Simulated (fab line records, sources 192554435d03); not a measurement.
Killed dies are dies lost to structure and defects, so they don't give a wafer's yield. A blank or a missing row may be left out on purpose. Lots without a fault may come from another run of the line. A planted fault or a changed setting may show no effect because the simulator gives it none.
Problem report in the 8D (eight disciplines) form, filled by code | flow n5_finfet | the parts of the form that need people (team, actions taken, sign-off) are left out

1. THE PROBLEM
exposure_dose_mJ_cm2 at N5_BEOL_M14_EXPOSE_07 reads a mean of 57.98 on 6 wafers of 2 lots; wafers without a fault read 56.97 with a standard deviation of 0.055. That is +18 standard deviations from the usual mean.
The step: exposes mask V13.
First seen on wafer L766.1, day 15 13:58, on krf_scanner-02. The record holds 18 wafers of 6 lots with a number at this step. Rule for "out", or "out of limits": more than 4 standard deviations from the usual mean. The other wafers with a number count as sound.

2. WHAT IT IS AND WHAT IT IS NOT
question                    | is                     | is not
which readings at this step | exposure_dose_mJ_cm2   | focus_offset_nm
which lots                  | L766, L767             | L757, L760, L772, L776
which wafers of those lots  | all that have a number | -
read on which tools         | krf_scanner-02         | krf_scanner-01
when                        | from day 15 13:58      | up to then (6 sound wafers); but 6 sound wafers of L772, L776 came after

3. SUSPECTS, AND WHAT RULES EACH OUT
Counting: a tool at a process step up to the reading stays a suspect if it ran every lot that is out and no sound lot after the first of them.
- krf_scanner-02 at N5_BEOL_M14_EXPOSE_07 (exposes mask V13): kept. It ran every lot that is out, first L766 (day 15 13:58), and no sound lot after that; its last sound lot up to then is L760 (day 13 21:19). Its own readings are out on those wafers: exposure_dose_mJ_cm2.
Left after counting: krf_scanner-02 at N5_BEOL_M14_EXPOSE_07.

4. THE CAUSE (what the simulator had put in)
Process parameter drift: krf_scanner-02, from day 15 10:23 on, at N5_BEOL_M14_EXPOSE_07. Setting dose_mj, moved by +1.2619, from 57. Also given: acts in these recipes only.
Counting left only this tool.

5. THE CHAIN OF EFFECTS, in route order
Each row: a reading whose mean over the struck wafers that have a number lies more than 3 standard deviations from the usual. Only readings for which the record gives a usual standard deviation are gone through. hours: the time from each lot's start at the first step in this table that gives one to its start at this step, as a median over the lots. sigmas: the change in usual standard deviations.
hours | step                  | reading              | usual | on struck wafers | change | sigmas
0     | N5_BEOL_M14_EXPOSE_07 | exposure_dose_mJ_cm2 | 56.97 | 57.98            | +1.01  | +18
The process steps in it:
- N5_BEOL_M14_EXPOSE_07: exposes mask V13.

6. WHAT WOULD HAVE CAUGHT IT SOONER
In this record the first reading out of limits was taken at day 15 13:58, 4 hours after the fault began at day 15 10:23.
